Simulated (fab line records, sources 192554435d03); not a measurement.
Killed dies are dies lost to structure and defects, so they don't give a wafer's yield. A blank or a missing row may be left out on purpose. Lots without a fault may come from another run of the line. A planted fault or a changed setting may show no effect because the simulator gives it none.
fab line records | flow n5_finfet
record lots=15 wafers=45 last_day=18
route steps=1938 shown BEOL_M7@1317 BEOL_M8@1343
lots that met no fault: from a run of the same line without faults
start_h: hours from the record's first day to the start of the lot's first wafer shown | wait_h: hours since the lot's step before | " the same as in the row above | L1.1+2: a row that stands for several wafers | - no value, or no start given | * or withheld: withheld | < > ~ a bound
route shown NAME@n: a module of which the file shows steps, and the number in the route of the first | usual: mean/standard deviation of fault-free wafers | same: alike in all rows | chamber/n: place in a boat | sites: the reading at each site | _std_site: their standard deviation | _edge_site: outer sites' mean less inner sites' | radius_mm: how far each site lies from the wafer's centre | mask NAME#n: copy n | behind: the tool/chamber that last shaped the wafer | hold: why the lot was held/for how many hours/how that ended | device: the transistor (n, p or np) that didn't switch | end of line: the same wafers' tests at the end of the route | a step without rows: its recipe alone | killed: dies lost to structure and defects at the first sort, not the wafer's yield | map: a wafer's dies, x killed, . not, _ none there
set.NAME: the setting as run; set.NAME@STEP: as run at that earlier step | model.NAME: the simulator's own value behind a step, which no gauge read
steps of the route over a sample of lots; a table a step, a row a wafer
services: from which hour (start_h, from the record's first day; less than 0 if before it) a tool's chamber was out of use, for how many hours, and why
## steps
# step N5_BEOL_M7_CURE_75
# recipe temp_c=370 time_s=120 ambient=DMADMS/He material=SiCOH_lowk
# usual lamp_power_pct=52.31/0.057 wafer_temp_C_max=371.7/0.56
# columns lot.wafer tool chamber start_h wait_h lamp_power_pct wafer_temp_C_max
L510.1 uv_cure-01 0 196.35 0.0 52.34 370.8
L510.2 " 0 " " 52.31 370.8
L510.3 " 0 " " 52.30 371.0
L513.3 uv_cure-01 0 208.16 0.2 52.30 371.0
L513.4 " 0 " " 52.29 371.1
L513.6 " 0 " " 52.25 370.9
L511.3 uv_cure-03 0 216.15 0.1 52.42 371.1
L511.4 " 0 " " 52.34 371.7
L511.6 " 0 " " 52.37 371.6
L514.2 uv_cure-03 0 217.57 0.1 52.19 371.5
L514.4 " 0 " " 52.40 371.8
L514.5 " 0 " " 52.33 371.7
L515.3 uv_cure-03 2 224.13 0.2 52.34 372.6
L515.4 " 2 " " 52.32 372.3
L515.6 " 2 " " 52.30 373.2
L519.1 uv_cure-01 2 244.85 0.0 52.39 372.4
L519.2 " 2 " " 52.23 372.1
L519.5 " 2 " " 52.26 371.9
L521.2 uv_cure-02 0 254.93 0.1 52.32 372.0
L521.4 " 0 " " 52.26 371.5
L521.6 " 0 " " 52.36 372.2
L522.1 uv_cure-02 0 270.76 0.0 52.36 371.9
L522.2 " 0 " " 52.31 371.6
L522.4 " 0 " " 52.32 372.3
L520.1 uv_cure-03 0 277.54 0.0 52.37 372.0
L520.5 " 0 " " 52.27 371.2
L520.6 " 0 " " 52.37 371.5
L527.1 uv_cure-02 0 294.63 0.0 52.38 372.2
L527.3 " 0 " " 52.25 372.2
L527.4 " 0 " " 52.34 371.4
L528.2 uv_cure-01 2 305.54 0.1 52.38 371.8
L528.5 " 2 " " 52.41 372.4
L528.6 " 2 " " 52.30 372.4
L529.1 uv_cure-03 0 312.72 0.0 52.36 371.9
L529.2 " 0 " " 52.25 371.0
L529.3 " 0 " " 52.32 371.3
L532.1 uv_cure-02 2 322.68 0.0 52.27 371.8
L532.2 " 2 " " 52.17 371.3
L532.4 " 2 " " 52.29 371.6
L531.2 uv_cure-03 0 322.89 0.1 52.28 371.2
L531.4 " 0 " " 52.30 371.2
L531.5 " 0 " " 52.34 371.0
L533.4 uv_cure-01 2 338.70 0.5 52.23 372.7
L533.5 " 2 " " 52.33 371.3
L533.6 " 2 " " 52.26 371.6
# step N5_BEOL_M8_PEB_09
# recipe peb_temp_c=withheld peb_time_s=60 resist=CAR-ArF
# usual chill_plate_temp_C=23.04/0.11 exhaust_pa=45.1/0.84 peb_time_s=60/0
# columns lot.wafer tool chamber start_h wait_h chill_plate_temp_C exhaust_pa peb_time_s
L510.1 litho_track-03 0 201.27 0.1 23.00 44.5 60
L510.2 " 0 " " 22.88 45.2 60
L510.3 " 0 " " 22.85 44.5 60
L513.3 litho_track-04 0 212.02 0.0 23.00 44.9 60
L513.4 " 0 " " 22.94 45.7 60
L513.6 " 0 " " 23.01 44.9 60
L511.3 litho_track-03 - 219.10 0.0 - - -
L511.4 " - " " - - -
L511.6 " - " " - - -
L514.2 litho_track-05 - 221.98 0.0 - - -
L514.4 " - " " - - -
L514.5 " - " " - - -
L515.3 litho_track-04 - 227.64 0.0 - - -
L515.4 " - " " - - -
L515.6 " - " " - - -
L519.1 litho_track-05 0 249.06 0.1 23.07 46.8 60
L519.2 " 0 " " 23.10 45.6 60
L519.5 " 0 " " 22.94 46.5 60
L521.2 litho_track-04 0 262.19 0.0 23.06 45.7 60
L521.4 " 0 " " 23.02 46.4 60
L521.6 " 0 " " 22.92 45.1 60
L522.1 litho_track-05 0 275.03 0.1 22.93 44.8 60
L522.2 " 0 " " 23.05 46.3 60
L522.4 " 0 " " 22.98 45.0 60
L520.1 litho_track-03 0 282.57 0.1 23.17 43.8 60
L520.5 " 0 " " 23.29 45.5 60
L520.6 " 0 " " 23.15 44.3 60
L527.1 litho_track-03 0 299.87 0.1 23.00 43.4 60
L527.3 " 0 " " 23.03 45.2 60
L527.4 " 0 " " 22.94 46.8 60
L528.2 litho_track-03 0 309.46 0.0 23.10 43.7 60
L528.5 " 0 " " 23.28 45.9 60
L528.6 " 0 " " 23.11 44.0 60
L529.1 litho_track-03 0 317.40 0.1 23.11 44.9 60
L529.2 " 0 " " 22.93 46.7 60
L529.3 " 0 " " 22.95 44.8 60
L532.1 litho_track-04 0 327.15 0.1 23.15 45.4 60
L532.2 " 0 " " 23.05 43.5 60
L532.4 " 0 " " 23.08 43.1 60
L531.2 litho_track-05 0 327.35 0.0 22.92 46.2 60
L531.4 " 0 " " 23.10 47.0 60
L531.5 " 0 " " 23.16 47.4 60
L533.4 litho_track-03 0 345.68 0.0 23.01 43.7 60
L533.5 " 0 " " 23.02 45.5 60
L533.6 " 0 " " 23.13 45.0 60
# step N5_BEOL_M8_ETCH_61
# recipe chemistry=CF4 target=SiARC target_depth_a=455 mask_material=CAR-ArF time_s=75.8 ion_energy_ev=80 pressure_mtorr=40 source_w=545 bias_w=36 Ar_flow_sccm=100 cf4_flow_sccm=100 ends=cleared
# usual chamber_pressure_mTorr=40.01/0.038 drypump_motor_current_A=5.5/0.37 etch_rf_on_time_s=76.6/1.3 oes_product_au=0.64/0.066 rf_vpp_V=183.9/1.2 showerhead_plenum_p_Torr=2.13/0.081 throttle_valve_pct=15.65/0.18
# columns lot.wafer tool chamber start_h wait_h chamber_pressure_mTorr drypump_motor_current_A etch_rf_on_time_s oes_product_au rf_hours_counter_h rf_vpp_V showerhead_plenum_p_Torr throttle_valve_pct
L510.1 rie_diel-05 2 201.46 0.0 39.98 5.9 75.5 0.61 204 186.2 2.21 15.61
L510.2 " 1 " " 40.01 5.5 76.7 0.63 200 181.7 2.05 15.79
L510.3 " 0 " " 40.04 5.0 75.0 0.69 89 182.9 2.16 15.30
L513.3 rie_diel-05 3 212.21 0.0 40.05 5.7 77.2 0.75 26 185.4 2.27 15.42
L513.4 " 2 " " 40.02 5.9 76.8 0.60 - 183.9 2.21 15.60
L513.6 " 0 " " 40.05 5.0 75.4 0.67 - 184.4 2.16 15.31
L511.3 rie_diel-02 0 220.41 0.0 39.95 5.6 77.2 0.59 213 182.8 2.04 15.70
L511.4 " 1 " " 40.03 5.0 74.9 0.72 46 183.8 2.19 15.36
L511.6 " 3 " " 40.06 5.4 75.8 0.75 - 184.7 2.19 15.58
L514.2 rie_diel-05 1 223.59 0.0 39.96 5.5 77.5 0.61 207 181.7 2.05 15.81
L514.4 " 2 " " 40.07 5.9 75.9 0.59 - 185.1 2.21 15.62
L514.5 " 3 " " 40.00 5.7 77.6 0.73 - 185.8 2.26 15.44
L515.3 rie_diel-04 0 228.34 0.0 40.05 5.9 75.9 0.59 207 183.3 2.04 15.83
L515.4 " 2 " " 40.02 4.8 76.0 0.74 54 183.9 2.09 15.49
L515.6 " 0 " " 40.03 5.8 76.3 0.59 - 183.4 2.04 15.85
L519.1 rie_diel-05 3 249.52 0.0 39.98 5.7 78.5 0.72 40 186.0 2.26 15.46
L519.2 " 0 " " 40.04 4.9 75.9 0.66 96 186.5 2.16 15.32
L519.5 " 1 " " 39.98 5.5 78.2 0.61 - 182.2 2.05 15.81
L521.2 rie_diel-04 1 262.37 0.0 39.94 5.3 76.5 0.59 241 184.4 2.20 15.91
L521.4 " 3 " " 40.00 5.6 78.1 0.58 219 182.5 2.03 15.72
L521.6 " 0 " " 39.98 5.9 76.4 0.58 - 183.0 2.04 15.88
L522.1 rie_diel-02 3 275.22 0.0 40.05 5.4 76.2 0.72 72 184.0 2.18 15.60
L522.2 " 2 " " 39.99 5.9 74.8 0.59 234 183.7 2.20 15.89
L522.4 " 0 " " 40.01 5.7 79.0 0.57 234 183.9 2.03 15.73
L520.1 rie_diel-04 3 282.90 0.0 39.98 5.6 79.2 0.57 229 181.6 2.03 15.72
L520.5 " 1 " " 39.97 5.3 77.8 0.58 - 184.0 2.20 15.94
L520.6 " 0 " " 40.04 5.9 77.4 0.57 - 183.2 2.04 15.88
L527.1 rie_diel-04 3 300.11 0.0 40.06 5.6 78.1 0.57 236 182.1 2.03 15.73
L527.3 " 0 " " 40.04 5.9 77.0 0.57 235 183.2 2.04 15.89
L527.4 " 3 " " 39.96 5.6 78.1 0.57 - 181.5 2.03 15.75
L528.2 rie_diel-05 0 309.65 0.0 39.97 4.9 76.2 0.65 120 183.3 2.15 15.35
L528.5 " 2 " " 40.06 5.9 76.5 0.58 - 185.8 2.20 15.67
L528.6 " 1 " " 39.96 5.5 78.5 0.60 - 183.2 2.04 15.86
L529.1 rie_diel-05 2 317.91 0.0 39.97 5.9 76.3 0.58 244 183.8 2.20 15.69
L529.2 " 3 " " 40.03 5.7 78.7 0.69 67 185.0 2.25 15.52
L529.3 " 1 " " 40.03 5.5 78.2 0.59 237 182.8 2.04 15.85
L532.1 rie_diel-04 1 327.42 0.0 40.08 5.3 74.3 0.81 7 184.7 2.19 15.47
L532.2 " 2 " " 39.93 4.8 75.7 0.70 93 182.9 2.08 15.56
L532.4 " 0 " " 39.98 5.9 77.9 0.56 247 182.7 2.03 15.92
L531.2 rie_diel-02 1 327.54 0.0 40.03 5.0 75.0 0.69 88 183.0 2.17 15.43
L531.4 " 1 " " 39.92 5.0 75.6 0.68 - 183.8 2.17 15.43
L531.5 " 0 " " 40.05 5.6 78.1 0.57 - 181.7 2.02 15.77
L533.4 rie_diel-04 3 345.90 0.0 40.02 5.6 78.6 0.56 - 183.1 2.02 15.81
L533.5 " 1 " " 40.01 5.3 74.0 0.79 - 184.0 2.19 15.50
L533.6 " 2 " " 39.98 4.8 76.5 0.69 - 184.6 2.07 15.58
# step N5_BEOL_M8_ETCH_62
# recipe chemistry=N2/H2 target=SOC target_depth_a=1100 overetch_a=220 mask_material=SiARC temp_c=40 time_s=165 ion_energy_ev=200 pressure_mtorr=30 source_w=840 bias_w=150 n2_flow_sccm=200 h2_flow_sccm=200
# usual chamber_pressure_mTorr=30.002/0.028 drypump_motor_current_A=5.5/0.37 oes_product_au=0.64/0.063 rf_vpp_V=523.4/2.9 showerhead_plenum_p_Torr=2.52/0.1 throttle_valve_pct=17.84/0.22
# columns lot.wafer tool chamber start_h wait_h chamber_pressure_mTorr drypump_motor_current_A oes_product_au rf_hours_counter_h rf_vpp_V showerhead_plenum_p_Torr throttle_valve_pct
L510.1 rie_diel-05 2 201.51 0.0 29.968 5.9 0.60 204 527.2 2.63 17.87
L510.2 " 1 " " 30.029 5.5 0.62 200 520.7 2.42 18.02
L510.3 " 0 " " 30.006 5.0 0.67 89 525.9 2.57 17.43
L513.3 rie_diel-05 3 212.26 0.0 30.021 5.7 0.75 26 528.7 2.71 17.67
L513.4 " 2 " " 30.011 5.9 0.60 - 525.9 2.63 17.87
L513.6 " 0 " " 29.966 5.0 0.68 - 523.6 2.57 17.46
L511.3 rie_diel-02 0 220.46 0.0 29.959 5.7 0.60 213 520.8 2.43 18.11
L511.4 " 1 " " 29.993 5.0 0.71 46 525.2 2.58 17.48
L511.6 " 3 " " 29.982 5.4 0.74 - 525.1 2.57 17.61
L514.2 rie_diel-05 1 223.64 0.0 29.956 5.6 0.62 207 519.7 2.42 18.03
L514.4 " 2 " " 30.004 5.9 0.59 - 526.5 2.63 17.91
L514.5 " 3 " " 30.018 5.7 0.74 - 527.5 2.71 17.71
L515.3 rie_diel-04 0 228.40 0.0 29.990 5.9 0.59 207 520.5 2.42 18.02
L515.4 " 2 " " 29.969 4.8 0.73 54 522.7 2.47 17.59
L515.6 " 0 " " 30.020 5.9 0.59 - 519.3 2.42 18.03
L519.1 rie_diel-05 3 249.58 0.0 29.984 5.7 0.73 40 528.8 2.70 17.69
L519.2 " 0 " " 30.020 4.9 0.67 96 524.2 2.57 17.46
L519.5 " 1 " " 29.989 5.5 0.61 - 520.9 2.42 18.04
L521.2 rie_diel-04 1 262.43 0.0 30.001 5.3 0.58 241 526.0 2.59 17.99
L521.4 " 3 " " 29.985 5.7 0.58 219 520.9 2.41 17.88
L521.6 " 0 " " 30.028 5.9 0.58 - 520.3 2.41 18.06
L522.1 rie_diel-02 3 275.28 0.0 29.986 5.4 0.71 72 525.0 2.56 17.64
L522.2 " 2 " " 30.008 5.9 0.59 234 527.2 2.63 18.07
L522.4 " 0 " " 30.033 5.7 0.58 235 520.6 2.42 18.16
L520.1 rie_diel-04 3 282.95 0.0 30.016 5.7 0.57 229 520.3 2.41 17.91
L520.5 " 1 " " 29.999 5.3 0.58 - 525.7 2.59 18.03
L520.6 " 0 " " 30.029 5.9 0.58 - 519.5 2.41 18.06
L527.1 rie_diel-04 3 300.16 0.0 30.038 5.6 0.57 236 520.8 2.40 17.91
L527.3 " 0 " " 30.024 5.9 0.57 235 519.4 2.41 18.08
L527.4 " 3 " " 29.986 5.6 0.57 - 520.5 2.40 17.91
L528.2 rie_diel-05 0 309.70 0.0 30.036 5.0 0.65 120 525.0 2.56 17.50
L528.5 " 2 " " 30.026 5.9 0.58 - 526.3 2.62 17.94
L528.6 " 1 " " 30.025 5.6 0.60 - 521.6 2.41 18.08
L529.1 rie_diel-05 2 317.96 0.0 30.038 5.9 0.58 244 525.1 2.62 17.94
L529.2 " 3 " " 29.997 5.7 0.70 67 527.2 2.69 17.76
L529.3 " 1 " " 30.028 5.5 0.61 237 521.2 2.41 18.08
L532.1 rie_diel-04 1 327.47 0.0 29.971 5.3 0.80 7 525.8 2.59 17.63
L532.2 " 2 " " 30.020 4.8 0.68 93 520.3 2.45 17.67
L532.4 " 0 " " 30.043 5.9 0.57 247 520.6 2.40 18.09
L531.2 rie_diel-02 1 327.59 0.0 30.006 5.0 0.67 88 525.7 2.56 17.53
L531.4 " 1 " " 29.981 4.9 0.67 - 524.7 2.56 17.56
L531.5 " 0 " " 30.004 5.6 0.58 - 520.0 2.42 18.19
L533.4 rie_diel-04 3 345.99 0.1 29.997 5.6 0.56 - 519.9 2.40 17.95
L533.5 " 1 " " 29.995 5.3 0.77 - 524.8 2.58 17.65
L533.6 " 2 " " 30.036 4.8 0.68 - 521.8 2.45 17.67
## services
# columns tool chamber start_h hours kind
uv_cure-02 - 176.50 7.5 pm
uv_cure-01 - 177.37 3.4 pm
uv_cure-03 - 191.02 2.1 pm
rie_diel-04 - 212.45 14.6 pm
rie_diel-05 0 213.96 11.5 repair
uv_cure-02 - 225.05 0.6 repair
rie_diel-05 1 253.43 2.5 repair
uv_cure-03 - 258.81 7.5 pm
rie_diel-02 - 273.16 0.6 repair
rie_diel-05 - 278.82 0.5 repair
rie_diel-05 2 282.21 3.3 repair
rie_diel-04 1 289.29 - clean
rie_diel-04 1 289.29 - consumable_replace:focus_ring
rie_diel-04 1 289.29 17.8 scheduled_down
rie_diel-04 1 289.29 17.8 vent_cycle
rie_diel-02 3 310.74 16.3 repair
rie_diel-04 0 330.12 3.0 repair
uv_cure-03 - 331.59 0.8 repair
rie_diel-05 2 333.81 16.7 repair
rie_diel-04 0 341.05 - clean
rie_diel-04 0 341.05 - consumable_replace:focus_ring
rie_diel-04 0 341.05 - consumable_replace:showerhead
rie_diel-04 0 341.05 16.7 scheduled_down
rie_diel-04 0 341.05 16.7 vent_cycle
## key
first_sign step=N5_BEOL_M8_PEB_09 reading=tool_record direction=missing
effect none on later readings
met_at N5_BEOL_M8_PEB_09
struck_lots L511,L514,L515
later_rows_left_out L511.3,L511.4,L511.6,L514.2,L514.4,L514.5,L515.3,L515.4,L515.6
sort_left_out L511.3,L511.4,L511.6,L514.2,L514.4,L514.5,L515.3,L515.4,L515.6
not_acting_at N5_BEOL_M7_CURE_75,N5_BEOL_M8_ETCH_61,N5_BEOL_M8_ETCH_62
onset_between 212.02 219.10
earlier_fault kind=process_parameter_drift tool=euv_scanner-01 chamber=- onset_h=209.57 steps=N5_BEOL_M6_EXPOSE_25 channel=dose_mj offset=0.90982 shape=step acts_in=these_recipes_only stated=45
earlier_fault kind=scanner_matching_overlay tool=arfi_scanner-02 chamber=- onset_h=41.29 steps=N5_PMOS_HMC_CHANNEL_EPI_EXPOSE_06 offset=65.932
fault kind=skipped_step_whole tool=litho_track-03,litho_track-04,litho_track-05 chamber=- onset_h=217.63 steps=N5_BEOL_M8_PEB_09 scope=struck_lots_only
# sort_left_out: the simulated sort isn't trusted on such a fault, so these wafers' sort isn't shown, and their yield isn't known
# later_rows_left_out: the simulator's readings of these wafers behind a module that went badly wrong aren't trusted and aren't shown, but for the sort
